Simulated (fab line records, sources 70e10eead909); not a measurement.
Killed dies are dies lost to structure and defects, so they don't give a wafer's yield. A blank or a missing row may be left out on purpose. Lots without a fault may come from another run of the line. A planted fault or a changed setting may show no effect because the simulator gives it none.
Chamber matching | flow nand_harc | NHARC_P_ZERO_WELL_DESCUM_26 on rie_diel-13: 4 sister chambers
The step chemistry O2, time 3 s. 14 wafers are shown with their chamber, then 7 later ones without.

WAFERS WITH THEIR CHAMBER
wafer  | chamber | drypump_motor_current_A (A) | showerhead_plenum_p_Torr (Torr) | oes_product_au (a.u.)
L860.3 | 0       | 5.4                         | 1.79                            | 1.009
L860.5 | 1       | 5.6                         | 1.89                            | 0.999
L860.6 | 0       | 5.4                         | 1.79                            | 1.013
L861.2 | 3       | 6.2                         | 2.02                            | 1.013
L861.3 | 1       | 5.6                         | 1.88                            | 1.008
L861.4 | 2       | 6.2                         | 2.01                            | 1.000
L869.2 | 1       | 5.6                         | 1.88                            | 1.001
L869.4 | 0       | 5.4                         | 1.78                            | 1.003
L869.6 | 1       | 5.6                         | 1.88                            | 0.988
L872.3 | 0       | 5.4                         | 1.78                            | 0.998
L872.4 | 1       | 5.6                         | 1.87                            | 1.004
L872.6 | 2       | 6.2                         | 2.00                            | 1.011
L873.3 | 2       | 6.3                         | 1.99                            | 0.997
L873.4 | 0       | 5.4                         | 1.78                            | 1.013

SIGNATURES (means of the wafers above)
reading                  | chamber 0 | chamber 1 | chamber 2 | chamber 3 | scatter within a chamber
drypump_motor_current_A  | 5.400     | 5.600     | 6.233     | 6.200     | 0.0258
showerhead_plenum_p_Torr | 1.7840    | 1.8800    | 2.0000    | 2.0200    | 0.00721
oes_product_au           | 1.00720   | 1.00000   | 1.00267   | 1.01300   | 0.00712
Rule: a wafer's distance from a chamber is the root of the sum, over the readings, of the square of ((its reading less the chamber's mean) divided by the reading's scatter). The wafer belongs to the nearest chamber; if the next one is less than 2 further off, it can't be placed. The scatter: the root of (the sum of the squares of (reading less its chamber's mean) over the shown wafers, divided by (wafers less chambers)).

WAFERS WITHOUT THEIR CHAMBER
wafer  | drypump_motor_current_A (A) | showerhead_plenum_p_Torr (Torr) | oes_product_au (a.u.)
L873.6 | 6.3                         | 2.00                            | 1.005
L878.4 | 6.3                         | 2.00                            | 1.009
L878.5 | 5.4                         | 1.78                            | 0.994
L878.6 | 5.6                         | 1.87                            | 1.015
L882.1 | 6.3                         | 2.00                            | 1.000
L882.2 | 5.6                         | 1.86                            | 1.014
L882.5 | 5.6                         | 1.86                            | 0.996

WHICH CHAMBER EACH WENT THROUGH
wafer  | from the rows above | in truth
L873.6 | 2                   | 2
L878.4 | 2                   | 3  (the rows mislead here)
L878.5 | 0                   | 0
L878.6 | 1                   | 1
L882.1 | 2                   | 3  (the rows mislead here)
L882.2 | 1                   | 1
L882.5 | 1                   | 1
Placed correctly: 5 of 7. Can't be placed from these rows: 0. Placed wrongly: 2.
